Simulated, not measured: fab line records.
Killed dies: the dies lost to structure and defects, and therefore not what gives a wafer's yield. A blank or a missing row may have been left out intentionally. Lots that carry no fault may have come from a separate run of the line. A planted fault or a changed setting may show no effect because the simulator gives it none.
Chamber matching | flow nand-harc | NHARC_A_CHANNEL_HOLE_D1_DEP_01 on pecvd-03: 3 sister chambers
The step deposits SiON, target thk 140 nm. 3 wafers are shown with their chamber, then 7 later ones without.

WAFERS WITH THEIR CHAMBER
wafer  | chamber | heater-power-w (W)
L209.2 | 1       | 682
L212.2 | 2       | 767
L212.5 | 0       | 834

WAFERS WITHOUT THEIR CHAMBER
wafer  | heater-power-w (W)
L212.6 | 768
L215.1 | 867
L215.2 | 707
L215.3 | 827
L218.1 | 705
L218.2 | 751
L218.4 | 733

EACH ONE'S CHAMBER
wafer  | from the rows above     | in truth
L212.6 | 2                       | 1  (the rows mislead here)
L215.1 | 0                       | 0
L215.2 | can't be placed: 1 or 2 | 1
L215.3 | 0                       | 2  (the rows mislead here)
L218.1 | can't be placed: 1 or 2 | 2
L218.2 | 2                       | 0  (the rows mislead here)
L218.4 | can't be placed: 2 or 1 | 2
Correctly placed: 1 of 7. Not placeable from these rows: 3 (in 3, the candidates include the true chamber). Wrongly placed: 3.
How it was worked out, from the rows above alone: a wafer's distance from a chamber is the root of the sum, over the readings, of the square of ((its reading less the chamber's mean) divided by the reading's scatter). The wafer belongs to the nearest chamber; if the next one is less than 2 further off, it can't be placed. Each chamber's mean is taken over the wafers shown for it. The scatter (one wafer shown for each chamber): square how far every hidden wafer sits from the nearest shown wafer, average those squares and take the square root.
